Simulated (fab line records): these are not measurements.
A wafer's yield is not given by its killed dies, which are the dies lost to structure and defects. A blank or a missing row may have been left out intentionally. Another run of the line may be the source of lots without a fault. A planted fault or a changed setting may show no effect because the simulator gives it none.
Matching of chambers -- flow n5_finfet -- N5_BEOL_M2_ILD_DEP_00 on pecvd-02 has 3 sister chambers
The step deposits SiOC from DEMS/O2, target thk 79 nm, time 15.3 s. 16 wafers are shown with their chamber, then 8 later ones without.

== WAFERS, EACH WITH ITS CHAMBER ==
wafer,chamber,showerhead_vpp_V (V),throttle_valve_pct (%),heater_power_w (W)
L234.2,0,1385,12.4,425
L234.4,1,1377,12.3,510
L234.5,2,1242,11.1,444
L241.3,2,1207,11.2,450
L241.5,2,1226,11.0,450
L241.6,0,1368,12.5,446
L244.1,1,1358,12.1,529
L244.3,2,1216,11.1,469
L244.6,0,1361,12.6,475
L248.1,1,1383,11.9,519
L248.2,2,1237,11.3,464
L248.3,0,1374,12.6,434
L249.2,0,1361,12.7,473
L249.3,2,1249,11.1,491
L249.4,0,1370,12.3,469
L251.1,2,1237,11.3,457

SIGNATURES, as means of the wafers listed above
reading,chamber 0,chamber 1,chamber 2,scatter within a chamber
showerhead_vpp_V,1369.83,1372.67,1230.57,12.7
throttle_valve_pct,12.517,12.100,11.157,0.143
heater_power_w,453.67,519.33,460.71,17.6
Rule: for each reading, subtract the chamber's mean from the wafer's reading, divide by that reading's scatter and square the result; add these up over the readings and take the root, which gives the wafer's distance from the chamber. If the next closest chamber is less than 2 further off than the closest, the wafer can't be placed; otherwise it belongs to the closest. The scatter: take each reading less its chamber's mean, square it, sum over the shown wafers, divide by the number of wafers less the number of chambers, and take the root.

== WAFERS MISSING THEIR CHAMBER ==
wafer,showerhead_vpp_V (V),throttle_valve_pct (%),heater_power_w (W)
L251.2,1374,12.4,452
L251.3,1365,12.1,510
L254.2,1383,12.2,505
L254.3,1387,12.6,435
L254.6,1391,12.1,505
L255.1,1243,11.3,416
L255.3,1383,12.0,437
L255.4,1224,11.3,425

== CHAMBER TAKEN BY EACH ==
wafer,from the rows above,in truth
L251.2,0,0
L251.3,1,1
L254.2,1,1
L254.3,0,0
L254.6,1,1
L255.1,2,2
L255.3,can't be placed: 0 or 1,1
L255.4,2,2
7 of 8 placed correctly. Can't be placed from these rows: 1 (the true chamber is among the candidates in 1). Placed wrongly: 0.
